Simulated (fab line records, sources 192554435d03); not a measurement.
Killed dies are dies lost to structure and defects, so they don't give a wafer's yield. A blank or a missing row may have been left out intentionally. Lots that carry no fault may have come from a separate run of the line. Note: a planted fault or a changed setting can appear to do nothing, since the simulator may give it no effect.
Which tool is to blame? ; flow n5Finfet ; 33 wafers from 11 lots sampled at 4 of the route's 1938 steps

WHAT THE GAUGES READ, wafer by wafer
N5_PASSIVATION_OVL_MEAS_66.
lot;measured;on;PASS_OPEN_OVL (nm)
L464;day 12 18:58;overlay-01;-3 -2 1
L468;day 13 19:46;overlay-02;2 -3 8
L471;day 14 01:46;overlay-01;-1 -9 0
L470;day 14 09:49;overlay-02;11 -1 2
L469;day 14 10:43;overlay-02;4 13 1
L472;day 15 02:43;overlay-02;5 4 5
L476;day 16 03:21;overlay-02;4 2 -12
L475;day 16 05:53;overlay-01;-15 -4 -10
L478;day 17 01:02;overlay-01;-11 4 -12
L480;day 17 01:29;overlay-01;3 -14 -3
L484;day 18 08:37;overlay-02;-1 -2 -11

TOOL THAT RAN EACH LOT (tool first, then ch and the chambers of the sampled wafers, then the start)
lot;N5_BEOL_M14_PRE_CLEAN_42;N5_PASSIVATION_PECVD_01;N5_PASSIVATION_ETCH_15
L464;pvdSputter-03, day 11 22:53;pecvd-04 ch 0,1,2, day 12 14:47;rieDiel-01 ch 0,2,3, day 12 18:58 or earlier
L468;pvdSputter-02, day 12 18:13;pecvd-03 ch 0,2, day 13 13:52;rieDiel-06 ch 1,3, day 13 19:46 or earlier
L471;pvdSputter-03, day 13 07:36;pecvd-02 ch 0,1, day 13 21:18;rieDiel-01 ch 1,2, day 14 01:46 or earlier
L470;pvdSputter-03, day 13 12:26;pecvd-04 ch 0,2, day 14 02:19;rieDiel-05 ch 0,1,3, day 14 09:49 or earlier
L469;pvdSputter-02, day 13 14:44;pecvd-04 ch 0,2, day 14 04:11;rieDiel-01 ch 0,2,3, day 14 10:43 or earlier
L472;pvdSputter-03, day 14 06:58;pecvd-02 ch 0,1,2, day 14 20:04;rieDiel-01 ch 0,1,3, day 15 02:43 or earlier
L476;pvdSputter-02, day 15 01:40;pecvd-04 ch 0,2, day 15 19:21;rieDiel-05 ch 0,1,2, day 16 03:21 or earlier
L475;pvdSputter-02, day 15 06:41;pecvd-02 ch 0,1,2, day 15 22:18;rieDiel-06 ch 0,2, day 16 05:53 or earlier
L478;pvdSputter-02, day 16 04:34;pecvd-02 ch 1,2, day 16 20:19;rieDiel-06 ch 0,3, day 17 01:02 or earlier
L480;pvdSputter-02, day 16 05:07;pecvd-04 ch 0,1,2, day 16 20:33;rieDiel-05 ch 0,1,2, day 17 01:29 or earlier
L484;pvdSputter-01, day 17 14:26;pecvd-03 ch 0,2, day 18 04:13;rieDiel-01 ch 1,2, day 18 08:37 or earlier
- N5_BEOL_M14_PRE_CLEAN_42: time 30 s.
- N5_PASSIVATION_PECVD_01: deposits SiNx from SiH4/NH3/N2, target thk 200 nm, time 43.2 s.
- N5_PASSIVATION_ETCH_15: etches SiCN in CF4/N2, target depth 75 nm, time 81.2 s.

THE ANSWER, worked out from the rows above alone
Rule: usual is defined by the lots themselves. The widest of any qualifying gaps counts: lots, ordered by their means at a reading, are off when they make up no more than a third of the lots, leave a main group of 4 or more, and stand apart from it by 3 or more times the standard deviation of that group's means. A main group whose means are all the same, to the digits that the tables above print for the reading, isn't used. Also off: a lot with no number at a reading for which 4 or more lots have one. Any other lot the step has rows for is counted as sound.
No lot is off at any reading shown: from this, nothing can be told.

WHAT HAD BEEN PUT IN BY THE SIMULATOR
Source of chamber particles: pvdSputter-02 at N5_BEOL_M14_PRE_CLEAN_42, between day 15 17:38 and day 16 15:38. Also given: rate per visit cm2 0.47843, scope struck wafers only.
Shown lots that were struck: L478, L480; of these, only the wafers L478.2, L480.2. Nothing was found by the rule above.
